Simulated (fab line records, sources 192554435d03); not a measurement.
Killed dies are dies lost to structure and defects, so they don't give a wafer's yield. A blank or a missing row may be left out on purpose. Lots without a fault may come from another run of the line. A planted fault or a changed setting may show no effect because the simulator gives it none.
fab line records | flow n5_finfet
record lots=7 wafers=21
route steps=1938 shown BEOL_M8@1342 BEOL_M9@1401 BEOL_M10@1494
start_h: hours from the record's first day to the start of the lot's first wafer shown | wait_h: hours since the lot's step before | " the same as in the row above | L1.1+2: a row that stands for several wafers | - no value, or no start given | * or withheld: withheld | < > ~ a bound
route shown NAME@n: a module of which the file shows steps, and the number in the route of the first | usual: mean/standard deviation of fault-free wafers | same: alike in all rows | chamber/n: place in a boat | sites: the reading at each site | _std_site: their standard deviation | _edge_site: outer sites' mean less inner sites' | radius_mm: how far each site lies from the wafer's centre | mask NAME#n: copy n | behind: the tool/chamber that last shaped the wafer | hold: why the lot was held/for how many hours/how that ended | device: the transistor (n, p or np) that didn't switch | end of line: the same wafers' tests at the end of the route | a step without rows: its recipe alone | killed: dies lost to structure and defects at the first sort, not the wafer's yield | map: a wafer's dies, x killed, . not, _ none there
set.NAME: the setting as run; set.NAME@STEP: as run at that earlier step | model.NAME: the simulator's own value behind a step, which no gauge read
lots whose settings were changed on purpose; a table a step, a row a wafer
## steps
# step N5_BEOL_M8_EXPOSE_08
# recipe mask_id=M8 na=1.35 source_shape=dipole sigma_inner=0.817 sigma_outer=0.97 polarization=te dose_mj=68.25
# columns lot.wafer tool chamber start_h wait_h mask set.dose_mj
L077.2+3+6 arfi_scanner-02 0 215.61 - M8#0 68.25
L076.1+4+6 arfi_scanner-02 0 215.98 - M8#0 68.25
L082.1 arfi_scanner-02 0 245.88 - M8#0 63.22
L082.4+5 " 0 " " M8#0 68.25
L086.2+6 arfi_scanner-02 0 272.68 - M8#0 68.25
L086.3 " 0 " " M8#0 64.12
L093.1+2+6 arfi_scanner-02 0 319.37 - M8#0 68.25
L094.1+3+6 arfi_scanner-01 0 322.90 - M8#0 68.25
L097.2+3+5 arfi_scanner-03 0 341.12 - M8#0 68.25
# step N5_BEOL_M8_PEB_09
# recipe peb_temp_c=withheld peb_time_s=60 resist=CAR-ArF
# step N5_BEOL_M8_DEVELOP_10
# recipe develop_time_s=30 developer=TMAH resist=CAR-ArF rinse_liquid=diw dry=air_spin dev_temp_c=23
# step N5_BEOL_M8_CD_MEAS_11
# recipe target_cd_nm=38.5 landing_energy_ev=500 detector=se_inlens polarity=opening
# usual cd_nm=38.4/0.58
# columns lot.wafer tool chamber start_h wait_h set.dose_mj@BEOL_M8_EXPOSE_08 cd_nm
L077.2 cd_sem-02 0 215.73 - 68.25 37.6
L077.3 " 0 " " 68.25 37.6
L077.6 " 0 " " 68.25 37.3
L076.1 cd_sem-01 0 216.11 - 68.25 37.6
L076.4 " 0 " " 68.25 38.4
L076.6 " 0 " " 68.25 38.2
L082.1 cd_sem-01 0 246.01 - 63.22 34.6
L082.4 " 0 " " 68.25 38.5
L082.5 " 0 " " 68.25 38.3
L086.2 cd_sem-01 0 272.81 - 68.25 39.0
L086.3 " 0 " " 64.12 35.8
L086.6 " 0 " " 68.25 39.3
L093.1 cd_sem-02 0 319.50 - 68.25 39.5
L093.2 " 0 " " 68.25 39.1
L093.6 " 0 " " 68.25 38.9
L094.1 cd_sem-02 0 323.03 - 68.25 38.2
L094.3 " 0 " " 68.25 37.8
L094.6 " 0 " " 68.25 38.9
L097.2 cd_sem-01 0 341.25 - 68.25 38.8
L097.3 " 0 " " 68.25 38.1
L097.5 " 0 " " 68.25 38.1
# step N5_BEOL_M8_DESCUM_16
# recipe chemistry=O2 time_s=7.9 source_power_w=50 bias_power_w=20 pressure_mtorr=20 rf_frequency_hz=2.712e+07 temp_c=40 resist=CAR-ArF o2_flow_sccm=225
# step N5_BEOL_M8_ETCH_61
# recipe chemistry=CF4 target=SiARC target_depth_a=455 mask_material=CAR-ArF time_s=75.8 ion_energy_ev=80 pressure_mtorr=40 source_w=545 bias_w=36 Ar_flow_sccm=100 cf4_flow_sccm=100 ends=cleared
# columns lot.wafer tool chamber start_h wait_h set.dose_mj@BEOL_M8_EXPOSE_08 model.BEOL_M8.cd_offset_nm
L077.2+6 rie_diel-03 2,1 215.86 0.0 68.25 -1
L077.3 " 3 " " 68.25 -1.2
L076.1 rie_diel-02 0 216.33 0.0 68.25 -0.6
L076.4+6 " 2,1 " " 68.25 -0.4
L082.1 rie_diel-02 3 246.13 0.0 63.22 -3.8
L082.4+5 " 1,3 " " 68.25 -0.2
L086.2 rie_diel-02 0 272.93 0.0 68.25 0.4
L086.3 " 1 " " 64.12 -2.6
L086.6 " 1 " " 68.25 0.6
L093.1+2 rie_diel-06 2,1 319.79 0.0 68.25 0.6
L093.6 " 1 " " 68.25 -0.2
L094.1+6 rie_diel-02 0,3 323.15 0.0 68.25 0.2
L094.3 " 3 " " 68.25 0
L097.2 rie_diel-02 0 341.97 0.0 68.25 0
L097.3+5 " 3,0 " " 68.25 -0.4
# step N5_BEOL_M8_ETCH_62
# recipe chemistry=N2/H2 target=SOC target_depth_a=1100 overetch_a=220 mask_material=SiARC temp_c=40 time_s=165 ion_energy_ev=200 pressure_mtorr=30 source_w=840 bias_w=150 n2_flow_sccm=200 h2_flow_sccm=200
# columns lot.wafer tool chamber start_h wait_h set.dose_mj@BEOL_M8_EXPOSE_08 model.BEOL_M8.cd_offset_nm
L077.2+6 rie_diel-03 2,1 215.91 0.0 68.25 -1.2
L077.3 " 3 " " 68.25 -1.6
L076.1+6 rie_diel-02 0,1 216.38 0.0 68.25 -0.6
L076.4 " 2 " " 68.25 -0.4
L082.1 rie_diel-02 3 246.19 0.0 63.22 -3.8
L082.4 " 1 " " 68.25 0
L082.5 " 3 " " 68.25 -0.4
L086.2 rie_diel-02 0 272.98 0.0 68.25 0.4
L086.3 " 1 " " 64.12 -2.6
L086.6 " 1 " " 68.25 0.8
L093.1 rie_diel-06 2 319.85 0.0 68.25 0.4
L093.2 " 1 " " 68.25 0.6
L093.6 " 1 " " 68.25 -0.2
L094.1 rie_diel-02 0 323.21 0.0 68.25 0.6
L094.3+6 " 3 " " 68.25 0.4
L097.2 rie_diel-02 0 342.03 0.0 68.25 0.2
L097.3 " 3 " " 68.25 -0.2
L097.5 " 0 " " 68.25 0
# step N5_BEOL_M8_STRIP_68
# recipe chemistry=N2/H2 temp_c=40 n2_flow_sccm=200 h2_flow_sccm=200 rf_frequency_hz=6e+07
# step N5_BEOL_M8_STRIP_67
# recipe chemistry=CF4 resist=SiARC power_w=300 bias_power_w=75 pressure_mtorr=50 cf4_flow_sccm=150 rf_frequency_hz=6e+07
# step N5_BEOL_M8_HM_OPEN_17
# recipe chemistry=Cl2/BCl3 target_depth_a=200 overetch_a=60 target=TiN mask_material=SOC ion_energy_ev=150 pressure_mtorr=10 icp_w=1000 bias_w=126 Cl2_flow_sccm=53.25 bcl3_flow_sccm=21.75 Ar_flow_sccm=25
# step N5_BEOL_M8_STRIP_19
# recipe chemistry=O2 power_w=400 temp_c=40 pressure_mtorr=30 rf_frequency_hz=6e+07 bias_power_w=0 overash_fraction=0.2 o2_flow_sccm=225
# step N5_BEOL_M8_CD_MEAS_18
# recipe pitch_nm=80 target_cd_nm=40
# usual cd_nm=39.7/0.62
# columns lot.wafer tool chamber start_h wait_h set.dose_mj@BEOL_M8_EXPOSE_08 cd_nm
L077.2 cd_sem-02 - 216.32 0.1 68.25 38.6
L077.3 " - " " 68.25 38.5
L077.6 " - " " 68.25 38.8
L076.1 cd_sem-03 - 216.75 0.0 68.25 39.6
L076.4 " - " " 68.25 39.4
L076.6 " - " " 68.25 39.8
L082.1 cd_sem-01 - 246.55 0.0 63.22 36.1
L082.4 " - " " 68.25 40.1
L082.5 " - " " 68.25 39.5
L086.2 cd_sem-02 - 273.35 0.1 68.25 40.2
L086.3 " - " " 64.12 37.1
L086.6 " - " " 68.25 40.6
L093.1 cd_sem-02 - 320.21 0.0 68.25 40.8
L093.2 " - " " 68.25 40.1
L093.6 " - " " 68.25 39.6
L094.1 cd_sem-02 - 323.58 0.0 68.25 40.4
L094.3 " - " " 68.25 40.2
L094.6 " - " " 68.25 40.5
L097.2 cd_sem-01 - 342.52 0.1 68.25 39.8
L097.3 " - " " 68.25 39.8
L097.5 " - " " 68.25 40.2
# step N5_BEOL_M8_COAT_63
# recipe resist=SOC temp_c=250 time_s=60 spin_rpm=1500 resist_thk_nm=60
# step N5_BEOL_M8_COAT_64
# recipe resist=SiARC temp_c=220 time_s=60 spin_rpm=1500 resist_thk_nm=12
# step N5_BEOL_M8_STRIP_80
# recipe chemistry=N2/H2 time_s=10 power_w=450 temp_c=40 pressure_mtorr=20 rf_frequency_hz=6e+07 bias_power_w=7 n2_flow_sccm=200 h2_flow_sccm=200
# step N5_BEOL_M8_HM_STRIP_39
# recipe chemistry=peroxide_tin_strip material=TiN target_depth_a=250 temp_c=50 time_s=158
# columns lot.wafer tool chamber start_h wait_h set.time_s@BEOL_M8_PECVD_70 model.SiO2_of_BEOL_M8_PECVD_70.thk_nm
L077.2+6 wet_bench-06 2,1 217.66 0.0 23.84 20.2
L077.3 " 0 " " 22.7 18.8
L076.1 wet_bench-04 2 219.86 0.0 22.7 19.4
L076.4 " 6 " " 22.7 20
L076.6 " 0 " " 22.7 19.8
L082.1+4 wet_bench-06 7,0 249.38 0.0 19.39 17
L082.5 " 2 " " 22.7 20
L086.2 wet_bench-06 0 276.39 0.0 21.23 18.6
L086.3 " 3 " " 21.23 18.4
L086.6 " 7 " " 22.7 20
L093.1 wet_bench-04 0 322.52 0.0 22.7 19.8
L093.2 " 7 " " 22.7 20
L093.6 " 4 " " 22.7 20.4
L094.1 wet_bench-04 2 324.76 0.0 20.09 17
L094.3 " 3 " " 20.09 17.2
L094.6 " 7 " " 22.7 19.8
L097.2 wet_bench-04 0 344.28 0.0 20.4 17.4
L097.3 " 6 " " 20.4 17
L097.5 " 4 " " 22.7 19.8
# step N5_BEOL_M8_SRD_40
# recipe time_s=30 temp_c=23 rinse_liquid=diw dry=ipa_marangoni
# step N5_BEOL_M8_PRECLEAN_42
# recipe chemistry=residue_remover time_s=60 temp_c=40
# step N5_BEOL_M8_SRD_43
# recipe time_s=30 temp_c=23 rinse_liquid=diw dry=ipa_marangoni
# step N5_BEOL_M8_CD_MEAS_35
# recipe target_cd_nm=40 polarity=opening
# usual cd_nm=39.8/0.68
# columns lot.wafer tool chamber start_h wait_h set.dose_mj@BEOL_M8_EXPOSE_08 cd_nm
L077.2 cd_sem-03 - 217.79 0.0 68.25 38.3
L077.3 " - " " 68.25 38.5
L077.6 " - " " 68.25 39.0
L076.1 cd_sem-03 - 219.98 0.0 68.25 39.5
L076.4 " - " " 68.25 39.3
L076.6 " - " " 68.25 39.8
L082.1 cd_sem-02 - 249.51 0.0 63.22 36.5
L082.4 " - " " 68.25 40.1
L082.5 " - " " 68.25 39.4
L086.2 cd_sem-01 - 276.52 0.0 68.25 40.4
L086.3 " - " " 64.12 37.6
L086.6 " - " " 68.25 40.9
L093.1 cd_sem-02 - 322.64 0.0 68.25 40.5
L093.2 " - " " 68.25 40.2
L093.6 " - " " 68.25 39.5
L094.1 cd_sem-02 - 324.88 0.0 68.25 40.5
L094.3 " - " " 68.25 39.9
L094.6 " - " " 68.25 40.3
L097.2 cd_sem-02 - 344.41 0.0 68.25 40.5
L097.3 " - " " 68.25 39.7
L097.5 " - " " 68.25 40.0
# step N5_BEOL_M9_ILD_DEP_00
# recipe material=SiCOH_lowk target_thk_a=3085.1 temp_c=300 precursor=DEMS/porogen pressure_torr=5 rf_w=500 time_s=58
# columns lot.wafer tool chamber start_h wait_h set.time_s model.SiCOH_lowk_of_BEOL_M9_ILD_DEP_00.thk_nm
L077.2 pecvd-01 0 221.68 0.0 58 300.6
L077.3 " 1 " " 58 304.2
L077.6 " 0 " " 58 304.4
L076.1 pecvd-03 1 222.31 0.0 58 309.4
L076.4 " 2 " " 58 311.4
L076.6 " 0 " " 58 312.4
L082.1 pecvd-03 2 252.82 0.0 50.53 264.2
L082.4 " 0 " " 50.53 273.8
L082.5 " 1 " " 58 306.6
L086.2 pecvd-03 1 279.01 0.0 58 307
L086.3 " 2 " " 49.49 263.4
L086.6 " 1 " " 49.49 264.8
L093.1 pecvd-01 0 325.32 0.0 58 298.4
L093.2 " 1 " " 58 301
L093.6 " 0 " " 58 306.8
L094.1 pecvd-04 1 328.33 0.0 54.52 285
L094.3 " 2 " " 58 305.6
L094.6 " 1 " " 54.52 289
L097.2 pecvd-04 2 348.52 0.0 58 309.2
L097.3 " 0 " " 58 307.8
L097.5 " 2 " " 64.36 349.4
# step N5_BEOL_M9_CURE_71
# recipe temp_c=385 time_s=240 ambient=He/Ar material=SiCOH_lowk
# columns lot.wafer tool chamber start_h wait_h set.time_s@BEOL_M9_ILD_DEP_00 model.SiCOH_lowk_of_BEOL_M9_ILD_DEP_00.thk_nm
L077.2 uv_cure-02 1 221.84 0.1 58 261
L077.3 " 1 " " 58 264.2
L077.6 " 1 " " 58 264.4
L076.1 uv_cure-03 2 222.39 0.0 58 268.8
L076.4 " 2 " " 58 270.4
L076.6 " 2 " " 58 271.4
L082.1 uv_cure-01 0 252.94 0.1 50.53 228.8
L082.4 " 0 " " 50.53 237.4
L082.5 " 0 " " 58 266.4
L086.2 uv_cure-01 1 279.20 0.2 58 266.6
L086.3 " 1 " " 49.49 228.2
L086.6 " 1 " " 49.49 229.4
L093.1 uv_cure-01 0 325.42 0.1 58 259.2
L093.2 " 0 " " 58 261.4
L093.6 " 0 " " 58 266.4
L094.1 uv_cure-01 0 328.41 0.0 54.52 247.2
L094.3 " 0 " " 58 265.6
L094.6 " 0 " " 54.52 250.8
L097.2 uv_cure-01 0 348.68 0.1 58 268.6
L097.3 " 0 " " 58 267.4
L097.5 " 0 " " 64.36 304.2
# step N5_BEOL_M9_THK_MEAS_01
# recipe reads=SiCOH_lowk_of_BEOL_M9_ILD_DEP_00
# usual M9_ILD_THK=268/3.4
# columns lot.wafer tool chamber start_h wait_h set.time_s@BEOL_M9_ILD_DEP_00 M9_ILD_THK[nm]
L077.2 film_metro-01 - 222.27 0.4 58 261
L077.3 " - " " 58 264
L077.6 " - " " 58 264
L076.1 film_metro-02 - 222.90 0.4 58 269
L076.4 " - " " 58 270
L076.6 " - " " 58 271
L082.1 film_metro-01 - 253.45 0.4 50.53 229
L082.4 " - " " 50.53 237
L082.5 " - " " 58 266
L086.2 film_metro-02 - 279.63 0.4 58 267
L086.3 " - " " 49.49 228
L086.6 " - " " 49.49 230
L093.1 film_metro-01 - 325.94 0.4 58 259
L093.2 " - " " 58 261
L093.6 " - " " 58 267
L094.1 film_metro-02 - 328.92 0.4 54.52 248
L094.3 " - " " 58 265
L094.6 " - " " 54.52 251
L097.2 film_metro-02 - 349.11 0.4 58 269
L097.3 " - " " 58 268
L097.5 " - " " 64.36 304
# step N5_BEOL_M9_COAT_60
# recipe resist=SiARC temp_c=220 time_s=60 spin_rpm=1500 resist_thk_nm=30
# columns lot.wafer tool chamber start_h wait_h set.spin_rpm model.SiARC_of_BEOL_M9_COAT_60.thk_nm
L077.2+6 litho_track-05 0 - - 1500 30.2
L077.3 " 0 " " 1610 29.2
L076.1+6 litho_track-02 0 - - 1500 30
L076.4 " 0 " " 1500 29.8
L082.1 litho_track-05 0 - - 1356 31.6
L082.4+5 " 0 " " 1500 30
L086.2+3+6 litho_track-05 0 - - 1500 30
L093.1+2 litho_track-05 0 - - 1500 30
L093.6 " 0 " " 1500 30.2
L094.1 litho_track-02 0 - - 1406 31
L094.3 " 0 " " 1500 30
L094.6 " 0 " " 1500 30.2
L097.2 litho_track-05 0 - - 1500 30
L097.3+5 " 0 " " 1426 30.8
# step N5_BEOL_M9_COAT_05
# recipe resist=CAR-ArF spin_rpm=1500 resist_thk_nm=90
# step N5_BEOL_M9_EBR_07
# recipe solvent=PGMEA ebr_width_mm=1.5
# step N5_BEOL_M9_DESCUM_16
# recipe chemistry=O2 time_s=7.9 source_power_w=50 bias_power_w=20 pressure_mtorr=20 rf_frequency_hz=2.712e+07 temp_c=40 resist=CAR-ArF o2_flow_sccm=225
# step N5_BEOL_M9_ETCH_61
# recipe chemistry=CF4 target=SiARC target_depth_a=390 mask_material=CAR-ArF time_s=65 ion_energy_ev=80 pressure_mtorr=40 source_w=545 bias_w=36 Ar_flow_sccm=100 cf4_flow_sccm=100 ends=cleared
# columns lot.wafer tool chamber start_h wait_h set.spin_rpm@BEOL_M9_COAT_60 model.etch.depth_nm model.CAR-ArF_of_BEOL_M9_COAT_05.thk_nm
L077.2 rie_diel-01 2 224.58 0.0 1500 30.1 55.6
L077.3 " 0 " " 1610 29.13 56.8
L077.6 " 3 " " 1500 30.13 55.8
L076.1 rie_diel-05 3 224.80 0.0 1500 29.95 55
L076.4 " 0 " " 1500 29.89 55.2
L076.6 " 2 " " 1500 30.04 55
L082.1 rie_diel-01 1 254.59 0.0 1356 31.63 54.4
L082.4 " 0 " " 1500 30.01 55.8
L082.5 " 1 " " 1500 30.05 55.6
L086.2 rie_diel-01 3 281.68 0.0 1500 30.03 55.6
L086.3 " 0 " " 1500 30.02 56
L086.6 " 3 " " 1500 29.94 55.8
L093.1 rie_diel-05 2 328.18 0.0 1500 30.07 55.8
L093.2 " 3 " " 1500 30 56.2
L093.6 " 2 " " 1500 30.15 55.8
L094.1 rie_diel-04 2 332.08 0.0 1406 31.1 54.6
L094.3 " 1 " " 1500 30.05 55.4
L094.6 " 3 " " 1500 30.14 55.4
L097.2 rie_diel-04 3 351.95 0.0 1500 30.02 56
L097.3 " 2 " " 1426 30.73 55.2
L097.5 " 2 " " 1426 30.75 55.2
# step N5_BEOL_M9_ETCH_62
# recipe chemistry=N2/H2 target=SOC target_depth_a=1100 overetch_a=220 mask_material=SiARC temp_c=40 time_s=165 ion_energy_ev=200 pressure_mtorr=30 source_w=840 bias_w=150 n2_flow_sccm=200 h2_flow_sccm=200
# columns lot.wafer tool chamber start_h wait_h set.spin_rpm@BEOL_M9_COAT_60 model.SiARC_of_BEOL_M9_COAT_60.thk_nm
L077.2 rie_diel-01 2 224.63 0.0 1500 23.8
L077.3 " 0 " " 1610 22.8
L077.6 " 3 " " 1500 23.6
L076.1+6 rie_diel-05 3,2 224.85 0.0 1500 23.4
L076.4 " 0 " " 1500 23.2
L082.1 rie_diel-01 1 254.64 0.0 1356 25.4
L082.4 " 0 " " 1500 23.4
L082.5 " 1 " " 1500 23.8
L086.2+6 rie_diel-01 3 281.73 0.0 1500 23.4
L086.3 " 0 " " 1500 23.6
L093.1 rie_diel-05 2 328.23 0.0 1500 23.4
L093.2+6 " 3,2 " " 1500 23.6
L094.1 rie_diel-04 2 332.13 0.0 1406 24.4
L094.3 " 1 " " 1500 23.6
L094.6 " 3 " " 1500 23.8
L097.2 rie_diel-04 3 352.00 0.0 1500 23.6
L097.3+5 " 2 " " 1426 24
# step N5_BEOL_M10_COAT_63
# recipe resist=SOC temp_c=250 time_s=60 spin_rpm=1500 resist_thk_nm=100
# columns lot.wafer tool chamber start_h wait_h set.spin_rpm model.SOC_of_BEOL_M10_COAT_63.thk_nm
L076.1+4 litho_track-02 0 233.21 0.3 1500 100.4
L076.6 " 0 " " 1500 100.2
L077.2+3 litho_track-03 0 233.35 0.7 1543 98.6
L077.6 " 0 " " 1500 100.2
L082.1 litho_track-03 0 262.28 0.1 1394 103.4
L082.4 " 0 " " 1500 100
L082.5 " 0 " " 1394 104
L086.2 litho_track-02 0 294.79 0.0 1500 99.6
L086.3 " 0 " " 1500 100
L086.6 " 0 " " 1447 101.6
L093.1+2 litho_track-02 0 339.35 1.5 1500 100.2
L093.6 " 0 " " 1500 100.4
L094.1+3 litho_track-01 0 342.20 1.1 1350 106
L094.6 " 0 " " 1500 100.4
L097.2+5 litho_track-02 0 361.27 0.0 1500 99.6
L097.3 " 0 " " 1665 94.6
## key
split step=N5_BEOL_M8_EXPOSE_08 setting=dose_mj stated=68.25 by=wafer
response step=N5_BEOL_M8_CD_MEAS_11 reading=cd_nm change=+0.533 per=1% r=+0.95
response step=N5_BEOL_M8_ETCH_61 reading=model.BEOL_M8.cd_offset_nm change=+0.498 per=1% r=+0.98
response step=N5_BEOL_M8_ETCH_62 reading=model.BEOL_M8.cd_offset_nm change=+0.505 per=1% r=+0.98
response step=N5_BEOL_M8_CD_MEAS_18 reading=cd_nm change=+0.519 per=1% r=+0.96
response step=N5_BEOL_M8_CD_MEAS_35 reading=cd_nm change=+0.464 per=1% r=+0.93
split step=N5_BEOL_M9_ILD_DEP_00 setting=time_s stated=58 by=wafer
response step=N5_BEOL_M9_ILD_DEP_00 reading=model.SiCOH_lowk_of_BEOL_M9_ILD_DEP_00.thk_nm change=+3.11 per=1% r=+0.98
response step=N5_BEOL_M9_CURE_71 reading=model.SiCOH_lowk_of_BEOL_M9_ILD_DEP_00.thk_nm change=+2.75 per=1% r=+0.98
response step=N5_BEOL_M9_THK_MEAS_01 reading=M9_ILD_THK change=+2.75 per=1% r=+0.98
split step=N5_BEOL_M9_COAT_60 setting=spin_rpm stated=1500 by=wafer
response step=N5_BEOL_M9_COAT_60 reading=model.SiARC_of_BEOL_M9_COAT_60.thk_nm change=-0.154 per=1% r=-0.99
response step=N5_BEOL_M9_ETCH_61 reading=model.etch.depth_nm change=-0.155 per=1% r=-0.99
response step=N5_BEOL_M9_ETCH_61 reading=model.CAR-ArF_of_BEOL_M9_COAT_05.thk_nm change=+0.141 per=1% r=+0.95
response step=N5_BEOL_M9_ETCH_62 reading=model.SiARC_of_BEOL_M9_COAT_60.thk_nm change=-0.144 per=1% r=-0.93
split step=N5_BEOL_M10_COAT_63 setting=spin_rpm stated=1500 by=wafer
response step=N5_BEOL_M10_COAT_63 reading=model.SOC_of_BEOL_M10_COAT_63.thk_nm change=-0.508 per=1% r=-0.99
split outside_this_file step=N5_BEOL_M8_PECVD_70 setting=time_s
# split outside_this_file: this setting was split too, and the file shows its column; the key of that split is in another file
